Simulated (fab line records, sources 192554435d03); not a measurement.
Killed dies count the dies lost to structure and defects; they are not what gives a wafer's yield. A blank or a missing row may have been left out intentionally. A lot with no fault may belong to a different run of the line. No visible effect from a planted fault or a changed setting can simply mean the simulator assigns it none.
Chamber matching    flow n5 finfet    N5_BEOL_M7_CURE_75 on uv cure-01: 3 sister chambers
The step cures SiCOH lowk, time 120 s. 18 wafers are shown with their chamber, then 9 later ones without.

## WAFERS, EACH WITH ITS CHAMBER
wafer   chamber  wafer_temp_C_max  lamp power pct (%)
L075.1  1        372.6             52.37
L075.4  1        373.6             52.29
L075.6  1        372.8             52.27
L077.2  2        371.6             52.30
L077.4  2        371.8             52.28
L077.5  2        372.2             52.39
L079.1  1        373.2             52.26
L079.3  1        372.4             52.31
L079.4  1        373.6             52.35
L080.2  1        372.9             52.36
L080.3  1        372.6             52.24
L080.6  1        373.1             52.25
L082.4  0        373.1             52.30
L082.5  0        372.3             52.30
L082.6  0        374.1             52.27
L081.3  0        372.7             52.39
L081.5  0        372.8             52.34
L081.6  0        372.7             52.35

SIGNATURES, as means of the wafers listed above
reading           chamber 0  chamber 1  chamber 2  scatter within a chamber
wafer_temp_C_max  372.950    372.978    371.867    0.49
lamp power pct    52.3250    52.3000    52.3233    0.049
Rule: a wafer lies at a distance from a chamber equal to the root of the sum of squares, over the readings, of (its reading less the chamber's mean, divided by the reading's scatter). If the next closest chamber is less than 2 further off than the closest, the wafer can't be placed; otherwise it belongs to the closest. The scatter: take each reading less its chamber's mean, square it, sum over the shown wafers, divide by the number of wafers less the number of chambers, and take the root.

## WAFERS WHOSE CHAMBER IS MISSING
wafer   wafer_temp_C_max  lamp power pct (%)
L084.3  372.1             52.24
L084.4  372.6             52.34
L084.5  372.3             52.38
L093.2  372.1             52.34
L093.3  372.3             52.33
L093.5  372.6             52.31
L095.1  372.5             52.37
L095.4  372.6             52.15
L095.5  371.5             52.25

## CHAMBER TAKEN BY EACH
wafer   from the rows above           in truth
L084.3  can't be placed: 2 or 1 or 0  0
L084.4  can't be placed: 0 or 1 or 2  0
L084.5  can't be placed: 2 or 0 or 1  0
L093.2  can't be placed: 2 or 0 or 1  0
L093.3  can't be placed: 2 or 0 or 1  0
L093.5  can't be placed: 0 or 1 or 2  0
L095.1  can't be placed: 0 or 2 or 1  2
L095.4  can't be placed: 1 or 0 or 2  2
L095.5  can't be placed: 2 or 1 or 0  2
Correct placement for 0 of the 9. Unplaceable from these rows: 9, with the true chamber sitting among the candidates in 9. 0 placed wrongly.
